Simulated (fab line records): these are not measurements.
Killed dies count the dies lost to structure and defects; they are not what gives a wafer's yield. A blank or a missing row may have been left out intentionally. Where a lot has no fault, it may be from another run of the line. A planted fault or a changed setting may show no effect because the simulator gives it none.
Split-lot experiment    flow n5-finfet    on a route of 1938 steps: 7 lots, 21 wafers read

## ON THE SPLIT
At N5_BEOL_M9_HM_DEP_02 (deposits TiN, target thk 20 nm), the setting target-thk-a was moved away from the recipe's 200 angstrom on 11 of the 21 wafers read, by -12.3% to +11.7%. All remaining wafers had this setting at the recipe value.

Reading taken at the split's own step.

## THE READING
TiN_of_BEOL_M9_HM_DEP_02.thk-nm (the simulator's own value, which no gauge read), in nm, at N5_BEOL_M9_HM_DEP_02 (deposits TiN, target thk 20 nm). No usual value for it is given in the file. Here, 10 wafers ran the recipe; their average is 19.8 nm with a standard deviation of 0.17 nm.

wafer   tool, chamber at the split  target-thk-a as run, angstrom  against the recipe  TiN_of_BEOL_M9_HM_DEP_02.thk-nm, nm  against lot-mates on the recipe
L074.2  pvd-sputter-02, -           223.4                          +11.7%              22.2                                 +2.6
L074.6  pvd-sputter-02, -           223.4                          +11.7%              22.2                                 +2.6
L074.4  pvd-sputter-02, -           200                            recipe              19.6                                 -
L075.1  pvd-sputter-03, -           175.4                          -12.3%              17.6                                 -2.2
L075.3  pvd-sputter-03, -           175.4                          -12.3%              17.4                                 -2.4
L075.4  pvd-sputter-03, -           200                            recipe              19.8                                 -
L076.1  pvd-sputter-01, -           210.7                          +5.3%               21                                   +1.0
L076.2  pvd-sputter-01, -           210.7                          +5.3%               21.2                                 +1.2
L076.3  pvd-sputter-01, -           200                            recipe              20                                   -
L078.1  pvd-sputter-01, -           180                            -10.0%              18.4                                 -1.8
L078.6  pvd-sputter-01, -           180                            -10.0%              18.4                                 -1.8
L078.5  pvd-sputter-01, -           200                            recipe              20.2                                 -
L083.3  pvd-sputter-03, -           200                            recipe              19.8                                 -
L083.5  pvd-sputter-03, -           200                            recipe              19.8                                 -
L083.6  pvd-sputter-03, -           200                            recipe              20                                   -
L088.2  pvd-sputter-03, -           180.6                          -9.7%               17.8                                 -2.0
L088.4  pvd-sputter-03, -           180.6                          -9.7%               17.8                                 -2.0
L088.3  pvd-sputter-03, -           200                            recipe              19.8                                 -
L090.1  pvd-sputter-03, -           200                            recipe              19.8                                 -
L090.3  pvd-sputter-03, -           193.2                          -3.4%               18.8                                 -0.9
L090.4  pvd-sputter-03, -           200                            recipe              19.6                                 -

FIT RESULTS
A straight line over all 21 wafers: TiN_of_BEOL_M9_HM_DEP_02.thk-nm changes by +0.193 nm for each +1% of target-thk-a; r = +0.99; the points scatter about the line by 0.24 nm.
The same after taking each lot's own level away (the mean of its wafers on the recipe; 21 wafers): +0.202 nm for each +1%; r = +1.00; scatter 0.14 nm.
Per that fit: largest target-thk-a move, reading shift of 2.5 nm.
The lots' own levels span 19.60 to 20.20 nm, that is 3.4 times the standard deviation above.
So the lot-to-lot level changes the slope little: the two slopes agree.
Check: -2.48 nm against its lot-mates is what the line predicts for one of the wafers moved furthest among these (-12.3%) when that wafer is left out of the fit. It came out at -2.2 nm against them.

## THE OTHER SPLITS THESE WAFERS WENT THROUGH
These wafers also went through other splits before the reading. Each is held against what the fit with the lots' levels taken away leaves over:
other split on the same wafers     wafers away from the commonest value  r with TiN_of_BEOL_M9_HM_DEP_02.thk-nm (lot level and that fit taken away)
N5_BEOL_M2_ETCH_70 time-s          6                                     +0.09
N5_BEOL_M3_COAT_22 spin-rpm        5                                     +0.26
N5_BEOL_M5_COAT_05 spin-rpm        7                                     -0.29
N5_BEOL_M6_HM_DEP_02 target-thk-a  3                                     +0.24
N5_BEOL_M6_COAT_59 spin-rpm        6                                     +0.12
N5_BEOL_M7_HM_DEP_02 target-thk-a  7                                     +0.21
N5_BEOL_M7_COAT_05 spin-rpm        9                                     -0.09
N5_BEOL_M7_TRENCH_ETCH_37 bias-w   10                                    +0.00
N5_BEOL_M7_ETCH_41 bias-w          4                                     -0.03

## THE FILE'S OWN FIT
TiN_of_BEOL_M9_HM_DEP_02.thk-nm changes by +0.201 nm for each +1% of target-thk-a, r = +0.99.
